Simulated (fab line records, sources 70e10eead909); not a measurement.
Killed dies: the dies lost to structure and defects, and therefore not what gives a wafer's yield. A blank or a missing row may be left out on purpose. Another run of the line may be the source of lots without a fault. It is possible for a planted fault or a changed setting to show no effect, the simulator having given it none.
What tool caused it?	flow nand harc	12 lots, 36 wafers sampled, at 5 steps of a route of 1159

WHAT THE GAUGES SHOWED, per wafer
NHARC_P_BONDPAD_THK_MEAS_33: measures by ellipsometry.
lot	measured	on	thk nm (nm)
L444	day 6 18:37	film metro-02	200.1 201.2 197.3
L446	day 7 08:41	film metro-01	200.2 198.0 198.9
L449	day 7 14:51	film metro-01	199.0 201.2 201.0
L450	day 7 21:15	film metro-01	198.6 197.3 199.3
L452	day 8 12:25	film metro-01	198.8 200.1 198.6
L453	day 8 16:22	film metro-02	202.0 200.7 197.3
L455	day 9 06:13	film metro-02	199.0 199.1 198.9
L458	day 9 17:50	film metro-02	199.7 201.4 199.5
L461	day 10 10:59	film metro-01	199.6 197.8 197.7
L465	day 11 13:01	film metro-02	201.5 200.0 200.1
L466	day 11 13:54	film metro-02	200.8 198.7 199.5
L467	day 12 05:09	film metro-02	199.4 198.9 198.9

NHARC_P_BONDPAD_CD_MEAS_13.
lot	measured	on	cd nm (nm)
L444	day 6 19:45	cd sem-02	497.1 496.7 499.1
L446	day 7 09:47	cd sem-01	498.8 498.3 500.4
L449	day 7 15:58	cd sem-01	503.9 502.4 502.2
L450	day 7 22:22	cd sem-01	496.9 502.6 497.8
L452	day 8 13:23	cd sem-01	501.6 504.0 500.0
L453	day 8 17:28	cd sem-03	499.7 500.7 500.5
L455	day 9 07:19	cd sem-01	497.1 501.0 500.5
L458	day 9 18:57	cd sem-02	498.3 496.4 497.6
L461	day 10 12:05	cd sem-01	499.7 498.6 498.7
L465	day 11 14:09	cd sem-03	497.3 504.2 502.5
L466	day 11 14:53	cd sem-03	500.9 503.8 502.2
L467	day 12 06:15	cd sem-03	499.1 501.0 499.5

NHARC_END_SORT_01.
lot	measured	on	defect limited yield (%)	killed at array	killed at other	killed at periphery	killed dies	killed open	killed short	sort_bin_2_pct (%)	sort_bin_3_pct (%)	sort_bin_4_pct (%)	sort n pass	sort rim yield pct (%)	sort yield pct (%)
L449	day 20 04:32	prober-01	96.3 96.6 96.0	22 21 19	0 0 2	3 2 6	25 23 27	2 4 6	0 2 3	1.3 0.4 0.9	0 0.15 0.15	2.4 2.8 3.0	652 654 650	98.1 97.2 100.0	96.3 96.6 96.0
L466	day 24 10:47	prober-01	95.6 94.5 95.4	22 34 29	1 2 0	7 1 2	30 37 31	4 1 3	3 2 0	0.9 1.5 1.9	0 0.30 0.30	3.5 3.7 2.4	647 640 646	94.3 95.3 92.5	95.6 94.5 95.4
L467	day 25 15:06	prober-02	95.9 95.0 95.7	23 27 21	2 0 1	3 7 7	28 34 29	1 5 6	1 2 1	0.6 1.3 1.6	0.30 0.15 0	3.2 3.5 2.7	649 643 648	96.2 93.4 98.1	95.9 95.0 95.7

WHAT TOOL EACH LOT RAN ON (gives the tool, then ch and the chambers of the sampled wafers, and finally the start)
lot	NHARC_P_M2_ANNEAL_31	NHARC_P_BONDPAD_ETCH_24
L444	rtp anneal-02 ch 0, day 6 16:25	rie diel-11 ch 0,2,3, day 6 20:01
L446	rtp anneal-02 ch 0, day 7 06:43	rie diel-04 ch 1,3, day 7 10:01
L449	rtp anneal-01 ch 0, day 7 12:38	rie diel-04 ch 1,3, day 7 16:13
L450	rtp anneal-02 ch 0, day 7 19:15	rie diel-04 ch 1,3, day 7 22:35
L452	rtp anneal-02 ch 0, day 8 10:26	rie diel-04 ch 0,1, day 8 13:37
L453	rtp anneal-01 ch 0, day 8 14:18	rie diel-04 ch 1,2,3, day 8 17:44
L455	rtp anneal-02 ch 0, day 9 03:59	rie diel-04 ch 2,3, day 9 07:33
L458	rtp anneal-02 ch 0, day 9 15:48	rie diel-04 ch 1,2, day 9 19:11
L461	rtp anneal-02 ch 0, day 10 08:59	rie diel-04 ch 0,1,2, day 10 12:19
L465	rtp anneal-02 ch 0, day 11 11:07	rie diel-04 ch 1,2,3, day 11 14:23
L466	rtp anneal-01 ch 0, day 11 11:41	rie diel-04 ch 0,1,2, day 11 15:07
L467	rtp anneal-01 ch 0, day 12 03:13	rie diel-04 ch 0,1, day 12 06:29
- NHARC_P_M2_ANNEAL_31: time 90 s.
- NHARC_P_BONDPAD_ETCH_24: etches the open film in CF4/N2, target depth 30 nm, time 72.99 s.

AS READ BY THE TOOLS THEMSELVES (means over the sampled wafers that have a number; for cases with no such wafer, the mark the record gives instead)
NHARC_P_M2_ANNEAL_31.
lot	tool	wafer_temp_C_max
L444	rtp anneal-02	226.7
L446	rtp anneal-02	226.7
L449	rtp anneal-01	225.8
L450	rtp anneal-02	226.5
L452	rtp anneal-02	226.6
L453	rtp anneal-01	225.4
L455	rtp anneal-02	227.0
L458	rtp anneal-02	226.4
L461	rtp anneal-02	226.2
L465	rtp anneal-02	226.9
L466	rtp anneal-01	225.7
L467	rtp anneal-01	225.6

NHARC_P_BONDPAD_ETCH_24.
lot	tool	drypump motor current A (A)	oes product au (a.u.)	rf vpp V (V)	run length s (s)	showerhead plenum p Torr (Torr)	throttle valve pct (%)
L444	rie diel-11	6.2	1.007	313.3	94.3	2.61	19.788
L446	rie diel-04	5.2	1.008	313.8	94.3	2.61	19.793
L449	rie diel-04	5.2	0.996	313.9	94.6	2.61	19.796
L450	rie diel-04	5.2	1.000	314.0	94.3	2.61	19.790
L452	rie diel-04	6.1	0.987	313.0	94.3	2.52	19.794
L453	rie diel-04	5.4	0.994	313.0	94.9	2.54	19.798
L455	rie diel-04	5.6	0.999	312.1	95.2	2.48	19.792
L458	rie diel-04	5.4	1.003	312.8	94.3	2.59	19.797
L461	rie diel-04	5.9	0.997	311.4	94.3	2.52	19.795
L465	rie diel-04	5.4	1.005	312.4	101.3	2.54	19.792
L466	rie diel-04	5.9	1.003	312.7	101.1	2.52	19.790
L467	rie diel-04	5.7	1.005	313.3	101.0	2.58	19.792

THE ANSWER, worked out from the rows above alone
Rule: usual is defined by the lots themselves. The widest of any qualifying gaps counts: lots, ordered by their means at a reading, are off when they make up no more than a third of the lots, leave a main group of 4 or more, and stand apart from it by 3 or more times the standard deviation of that group's means. A main group is skipped when, at the precision printed for the reading in the tables above, its means are all equal. Also off: a lot with no number at a reading for which 4 or more lots have one. The other lots that the step has rows for count as sound. The gauges are gone through in route order, then the tools' own readings, and for those a lot's mean is taken as printed above. The first step at which some lot is off is used, and at that step the reading that is off furthest; a lot without a number counts as furthest.
Off, at NHARC_P_BONDPAD_ETCH_24 on run length s: L465, L466, L467. The main group: mean 94.5 s, standard deviation 0.32.
If a tool, at that step or one of the process steps before it, ran each lot that is off and ran no sound lot following the first of them, it fits. One fits: NHARC_P_BONDPAD_ETCH_24 on rie diel-04. Its last sound lot is L461 (day 10 12:19), its first lot that is off L465 (day 11 14:23): a fault that began between those two fits.
The tool's own readings at NHARC_P_BONDPAD_ETCH_24 bear it out: on the lots that are off they differ by more than 5 times the standard deviation of the sound lots' means. run length s reads 101.1 s there against 94.5 s on the sound lots.

WHAT THE SIMULATOR HAD INSERTED
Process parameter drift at NHARC_P_BONDPAD_ETCH_24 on rie diel-04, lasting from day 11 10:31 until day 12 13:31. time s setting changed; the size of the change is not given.
Struck lots among those shown: L465, L466, L467. The rule above reached the same finding.
